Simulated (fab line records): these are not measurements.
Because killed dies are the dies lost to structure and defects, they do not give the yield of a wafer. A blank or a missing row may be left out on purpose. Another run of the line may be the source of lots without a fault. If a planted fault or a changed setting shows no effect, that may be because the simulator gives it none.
Chamber matching -- flow n5Finfet -- N5_BEOL_M12_ILD_DEP_00 on pecvd-04: 3 sister chambers
The step deposits SiOC from DEMS/O2, target thk 658.92 nm, time 130.7 s. 6 wafers are shown with their chamber, then 11 later ones without.

== WAFERS WITH THEIR CHAMBER ==
wafer,chamber,throttleValvePct (%),showerheadPlenumPTorr (Torr)
L084.5,2,11.1,5.676
L087.2,2,11.3,5.686
L088.2,0,13.3,5.691
L088.5,0,12.9,5.698
L088.6,1,13.4,5.695
L092.1,1,13.6,5.698

== WAFERS WITH NO CHAMBER GIVEN ==
wafer,throttleValvePct (%),showerheadPlenumPTorr (Torr)
L092.2,13.3,5.697
L092.3,11.0,5.691
L092.4,13.7,5.702
L092.5,13.4,5.692
L092.6,11.2,5.695
L094.2,13.3,5.691
L094.3,11.4,5.692
L094.4,11.0,5.678
L095.1,13.5,5.688
L095.2,13.9,5.691
L095.6,13.6,5.690

== THE CHAMBER EACH PASSED THROUGH ==
wafer,from the rows above,in truth
L092.2,can't be placed: 1 or 0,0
L092.3,2,2
L092.4,can't be placed: 1 or 0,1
L092.5,can't be placed: 1 or 0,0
L092.6,2,2
L094.2,can't be placed: 0 or 1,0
L094.3,2,2
L094.4,2,2
L095.1,can't be placed: 1 or 0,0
L095.2,can't be placed: 1 or 0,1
L095.6,can't be placed: 1 or 0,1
Placed correctly: 4 of 11. These rows do not allow placing 7 (true chamber among the candidates in 7). 0 placed wrongly.
How it was worked out, from the rows above alone: a wafer's distance from a chamber is the root of the sum, over the readings, of the square of ((its reading less the chamber's mean) divided by the reading's scatter). The wafer belongs to the nearest chamber; if the next one is less than 2 further off, it can't be placed. A chamber's mean is the mean of its shown wafers. The scatter is the square root of a quotient: the sum, over the shown wafers, of each reading's squared deviation from its chamber's mean, divided by wafers minus chambers.
